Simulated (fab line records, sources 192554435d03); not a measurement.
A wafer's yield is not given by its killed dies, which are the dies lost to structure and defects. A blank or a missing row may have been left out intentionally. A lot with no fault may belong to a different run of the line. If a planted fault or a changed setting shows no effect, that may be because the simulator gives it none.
Which tool is to blame? | flow n5 finfet | 8 lots with 24 wafers sampled at 5 steps, on a route of 1938 steps

WHAT THE GAUGES SHOWED, per wafer
N5_BEOL_M4_RC_MEAS_101. Usual: DIBL_N 36.3 mV/V, standard deviation 1.7; DIBL_P 36.5 mV/V, standard deviation 1.8; IOFF_N 0.16 nA/um, standard deviation 0.033; IOFF_P 0.21 nA/um, standard deviation 0.037; ION_N 675 uA/um, standard deviation 11; ION_P 462 uA/um, standard deviation 7.9; SS_N 71.6 mV/dec, standard deviation 0.64; SS_P 73.3 mV/dec, standard deviation 0.68; VT_N 249 mV, standard deviation 3.3; VT_P -250 mV, standard deviation 3.3.
lot  | measured     | on        | DIBL_N (mV/V)  | DIBL_P (mV/V)  | IOFF_N (nA/um) | IOFF_P (nA/um) | ION_N (uA/um) | ION_P (uA/um) | SS_N (mV/dec)  | SS_P (mV/dec)  | VT_N (mV)   | VT_P (mV)      | flag
L381 | day 7 15:28  | prober-01 | 35.4 35.3 34.9 | 36.0 36.6 36.1 | 0.14 0.15 0.15 | 0.19 0.20 0.19 | 666 684 678   | 457 469 466   | 71.4 71.6 71.6 | 73.2 73.9 73.7 | 253 249 253 | -255 -252 -252 |
L386 | day 8 14:51  | prober-02 | 37.3 33.8 35.5 | 37.5 33.5 36.1 | 0.18 0.12 0.15 | 0.23 0.17 0.21 | 680 677 683   | 470 471 476   | 71.2 70.7 72.1 | 72.8 71.7 72.8 | 247 255 250 | -250 -253 -250 |
L387 | day 9 10:17  | prober-01 | 37.3 36.6 37.0 | 38.4 36.7 37.8 | 0.18 0.17 0.17 | 0.24 0.22 0.24 | 680 688 676   | 466 459 465   | 72.3 71.7 72.3 | 72.8 72.8 73.0 | 247 250 249 | -251 -253 -248 |
L390 | day 10 07:46 | prober-02 | 34.4 36.1 36.9 | 34.8 37.7 38.2 | 0.11 0.14 0.15 | 0.16 0.21 0.20 | 662 653 662   | 448 460 450   | 70.0 70.6 71.1 | 72.8 73.9 73.8 | 253 253 251 | -257 -251 -253 |
L398 | day 12 00:10 | prober-02 | 37.3 35.6 35.4 | 35.4 34.2 34.3 | 0.16 0.15 0.14 | 0.22 0.22 0.21 | 675 703 677   | 466 481 469   | 71.4 71.4 71.2 | 72.8 72.5 72.8 | 247 246 249 | -246 -244 -245 |
L400 | day 12 03:55 | prober-01 | 37.3 36.3 37.3 | 36.6 35.8 36.4 | 0.16 0.15 0.17 | 0.23 0.22 0.23 | 678 662 667   | 472 460 464   | 71.4 71.4 71.9 | 72.5 73.4 73.5 | 254 253 249 | -245 -248 -247 |
L401 | day 13 00:05 | prober-02 | 33.4 35.3 34.3 | 33.1 34.8 33.9 | 0.13 0.16 0.14 | 0.17 0.19 0.18 | 682 677 672   | 465 462 459   | 71.4 71.3 71.9 | 72.7 73.6 73.2 | 251 247 250 | -254 -251 -252 |
L404 | day 13 10:06 | prober-01 | 33.2 36.3 36.8 | 33.6 37.7 38.6 | 0.12 0.18 0.19 | 0.16 0.21 0.22 | 669 678 677   | 452 461 458   | 71.2 71.9 72.1 | 72.4 74.4 74.3 | 252 248 246 | -256 -250 -253 |

EACH LOT AND THE TOOL THAT RAN IT (in order: tool; ch and the chambers of the sampled wafers; start)
lot  | N5_BEOL_M0_SAQP_ETCH_49            | N5_BEOL_M0_CUTY_DESCUM_61          | N5_BEOL_M0_ETCH_138                | N5_BEOL_M0_STRIP_104
L381 | rie diel-02 ch 0,3, day 5 16:29    | rie diel-01 ch 0,2, day 5 17:15    | rie diel-01 ch 0,2, day 5 17:28    | rie diel-06 ch 1,3, day 5 17:57
L386 | rie diel-04 ch 2,3, day 6 18:50    | rie diel-01 ch 0,3, day 6 19:34    | rie diel-01 ch 0,3, day 6 19:46    | rie diel-06 ch 1,2,3, day 6 20:05
L387 | rie diel-05 ch 0,3, day 7 06:53    | rie diel-01 ch 0,3, day 7 07:28    | rie diel-01 ch 0,3, day 7 07:40    | rie diel-06 ch 0,1,3, day 7 10:31
L390 | rie diel-05 ch 0,1,2, day 8 05:59  | rie diel-01 ch 0,2,3, day 8 06:26  | rie diel-01 ch 0,2,3, day 8 06:38  | rie diel-01 ch 0,1,2, day 8 06:57
L398 | rie diel-05 ch 0,1,2, day 10 03:17 | rie diel-01 ch 0,3, day 10 03:52   | rie diel-01 ch 0,3, day 10 04:05   | rie diel-03 ch 2,3, day 10 06:37
L400 | rie diel-02 ch 0,1,3, day 10 08:05 | rie diel-01 ch 0,3, day 10 08:40   | rie diel-01 ch 0,3, day 10 08:53   | rie diel-03 ch 0,2,3, day 10 09:19
L401 | rie diel-02 ch 0,1,3, day 10 19:47 | rie diel-03 ch 0,1,3, day 10 20:22 | rie diel-03 ch 0,1,3, day 10 20:34 | rie diel-03 ch 0,1,3, day 10 23:09
L404 | rie diel-02 ch 0,3, day 11 12:16   | rie diel-03 ch 1,2, day 11 13:46   | rie diel-03 ch 1,2, day 11 13:59   | rie diel-06 ch 0,3, day 11 14:22
- N5_BEOL_M0_SAQP_ETCH_49: etches SiO2 in CF4/O2, target depth 37 nm.
- N5_BEOL_M0_CUTY_DESCUM_61: chemistry O2, time 7.9 s.
- N5_BEOL_M0_ETCH_138: etches SiCN in CH3F/O2, target depth 12 nm, time 31.6 s.
- N5_BEOL_M0_STRIP_104: strips in N2/H2.

WHAT THE TOOLS THEMSELVES READ (means of the sampled wafers that have a number; where no wafer has one, the mark that the record gives instead)
N5_BEOL_M0_SAQP_ETCH_49. Usual: drypump motor current A 5.8 A, standard deviation 0.42; oes_ar_750_au 0.76 a.u., standard deviation 0.065; oes_f_703_au 0.76 a.u., standard deviation 0.065; oes_o_777_au 0.76 a.u., standard deviation 0.068; oes product au 0.76 a.u., standard deviation 0.069; rf fwd power W 532.7 W, standard deviation 2.1; rf vpp V 241 V, standard deviation 3.5; showerhead plenum p Torr 2.20 Torr, standard deviation 0.056; throttle valve pct 15.92 %, standard deviation 0.18.
lot  | tool        | drypump motor current A (A) | oes_ar_750_au (a.u.) | oes_f_703_au (a.u.) | oes_o_777_au (a.u.) | oes product au (a.u.) | rf fwd power W (W) | rf vpp V (V) | showerhead plenum p Torr (Torr) | throttle valve pct (%) | flag
L381 | rie diel-02 | 5.8                         | 0.73                 | 0.72                | 0.74                | 0.74                  | 532.2              | 242          | 2.19                            | 15.91                  |
L386 | rie diel-04 | 5.9                         | 0.74                 | 0.73                | 0.74                | 0.73                  | 531.7              | 241          | 2.19                            | 15.94                  |
L387 | rie diel-05 | 6.1                         | 0.81                 | 0.82                | 0.81                | 0.82                  | 531.0              | 240          | 2.18                            | 15.91                  |
L390 | rie diel-05 | 5.9                         | 0.75                 | 0.76                | 0.75                | 0.75                  | 532.6              | 238          | 2.27                            | 15.89                  |
L398 | rie diel-05 | 5.9                         | 0.73                 | 0.75                | 0.74                | 0.73                  | 530.3              | 237          | 2.26                            | 15.92                  |
L400 | rie diel-02 | 5.8                         | 0.73                 | 0.72                | 0.73                | 0.74                  | 531.6              | 241          | 2.16                            | 16.00                  |
L401 | rie diel-02 | 5.9                         | 0.72                 | 0.72                | 0.73                | 0.74                  | 532.1              | 241          | 2.16                            | 16.01                  |
L404 | rie diel-02 | 5.9                         | 0.70                 | 0.69                | 0.70                | 0.70                  | 530.8              | 240          | 2.18                            | 15.90                  |

N5_BEOL_M0_CUTY_DESCUM_61. Usual: drypump motor current A 5.5 A, standard deviation 0.51; oes product au 0.79 a.u., standard deviation 0.071; rf vpp V 243.3 V, standard deviation 1.4; showerhead plenum p Torr 2.10 Torr, standard deviation 0.075; throttle valve pct 20.47 %, standard deviation 0.22.
lot  | tool        | drypump motor current A (A) | oes product au (a.u.) | rf vpp V (V) | showerhead plenum p Torr (Torr) | throttle valve pct (%) | flag
L381 | rie diel-01 | 5.4                         | 0.77                  | 243.3        | 2.12                            | 20.63                  |
L386 | rie diel-01 | 5.9                         | 0.78                  | 243.0        | 2.13                            | 20.47                  |
L387 | rie diel-01 | 5.9                         | 0.77                  | 243.2        | 2.12                            | 20.47                  |
L390 | rie diel-01 | 5.8                         | 0.78                  | 244.4        | 2.16                            | 20.51                  |
L398 | rie diel-01 | 5.9                         | 0.75                  | 243.7        | 2.12                            | 20.52                  |
L400 | rie diel-01 | 5.9                         | 0.75                  | 243.3        | 2.11                            | 20.50                  |
L401 | rie diel-03 | 5.6                         | 0.79                  | 243.2        | 2.11                            | 20.46                  |
L404 | rie diel-03 | 5.5                         | 0.72                  | 241.3        | 1.99                            | 20.47                  |

N5_BEOL_M0_ETCH_138. Usual: drypump motor current A 5.5 A (standard deviation 0.51); etch rf on time s 29.1 s (standard deviation 0.79); oes product au 0.67 a.u. (standard deviation 0.06); rf fwd power W 386.0 W (standard deviation 1.8); rf vpp V 297.5 V (standard deviation 1.6); showerhead plenum p Torr 2.01 Torr (standard deviation 0.071); throttle valve pct 16.31 % (standard deviation 0.25).
lot  | tool        | drypump motor current A (A) | etch rf on time s (s) | oes product au (a.u.) | rf fwd power W (W) | rf vpp V (V) | showerhead plenum p Torr (Torr) | throttle valve pct (%) | flag
L381 | rie diel-01 | 5.4                         | 29.1                  | 0.65                  | 385.7              | 296.8        | 2.02                            | 16.50                  |
L386 | rie diel-01 | 5.9                         | 29.5                  | 0.67                  | 387.9              | 298.2        | 2.02                            | 16.29                  |
L387 | rie diel-01 | 5.9                         | 28.9                  | 0.67                  | 387.8              | 296.9        | 2.02                            | 16.31                  |
L390 | rie diel-01 | 5.8                         | 29.0                  | 0.68                  | 385.6              | 298.0        | 2.06                            | 16.36                  |
L398 | rie diel-01 | 5.9                         | 25.2                  | 0.69                  | 544.6              | 269.9        | 2.01                            | 16.36                  | OFF
L400 | rie diel-01 | 5.9                         | 25.7                  | 0.68                  | 543.1              | 269.6        | 2.01                            | 16.36                  | OFF
L401 | rie diel-03 | 5.6                         | 28.1                  | 0.67                  | 386.4              | 297.2        | 2.01                            | 16.28                  |
L404 | rie diel-03 | 5.4                         | 29.6                  | 0.61                  | 384.7              | 295.7        | 1.91                            | 16.42                  |

N5_BEOL_M0_STRIP_104. Usual: drypump motor current A 5.5 A, standard deviation 0.48; oes product au 0.79 a.u., standard deviation 0.071; rf vpp V 59.2 V, standard deviation 1.5; showerhead plenum p Torr 2.54 Torr, standard deviation 0.087; throttle valve pct 23.75 %, standard deviation 0.26.
lot  | tool        | drypump motor current A (A) | oes product au (a.u.) | rf vpp V (V) | showerhead plenum p Torr (Torr) | throttle valve pct (%) | flag
L381 | rie diel-06 | 5.1                         | 0.84                  | 61.0         | 2.51                            | 23.67                  |
L386 | rie diel-06 | 5.2                         | 0.82                  | 59.4         | 2.50                            | 23.74                  |
L387 | rie diel-06 | 5.1                         | 0.79                  | 59.4         | 2.55                            | 23.81                  |
L390 | rie diel-01 | 5.5                         | 0.83                  | 59.2         | 2.55                            | 23.75                  |
L398 | rie diel-03 | 5.8                         | 0.85                  | 59.1         | 2.51                            | 23.65                  |
L400 | rie diel-03 | 6.0                         | 0.76                  | 57.2         | 2.53                            | 23.78                  |
L401 | rie diel-03 | 5.6                         | 0.80                  | 58.7         | 2.54                            | 23.56                  |
L404 | rie diel-06 | 5.0                         | 0.76                  | 60.1         | 2.51                            | 23.95                  |

THE ANSWER, worked out from the rows above alone
Rule: lot off if the mean of its wafers having a number is beyond 3 standard deviations from the usual mean. A lot without any number at a reading at which 4 lots or more have one is off too. All remaining lots with rows at the step are treated as sound. Order of review: gauges by route order, followed by the tools' own readings, for which a lot's mean as printed above is used. The first step at which some lot is off is used, and at that step the reading that is off furthest; a lot without a number counts as furthest.
Off: L398, L400, at N5_BEOL_M0_ETCH_138 (rf fwd power W).
If a tool, at that step or one of the process steps before it, ran each lot that is off and ran no sound lot following the first of them, it fits. One fits: rie diel-01 at N5_BEOL_M0_CUTY_DESCUM_61 and N5_BEOL_M0_ETCH_138. At N5_BEOL_M0_CUTY_DESCUM_61 its last sound lot is L390 (day 8 06:26), its first lot that is off L398 (day 10 03:52): a fault that began between those two fits.

WHAT THE SIMULATOR PUT IN
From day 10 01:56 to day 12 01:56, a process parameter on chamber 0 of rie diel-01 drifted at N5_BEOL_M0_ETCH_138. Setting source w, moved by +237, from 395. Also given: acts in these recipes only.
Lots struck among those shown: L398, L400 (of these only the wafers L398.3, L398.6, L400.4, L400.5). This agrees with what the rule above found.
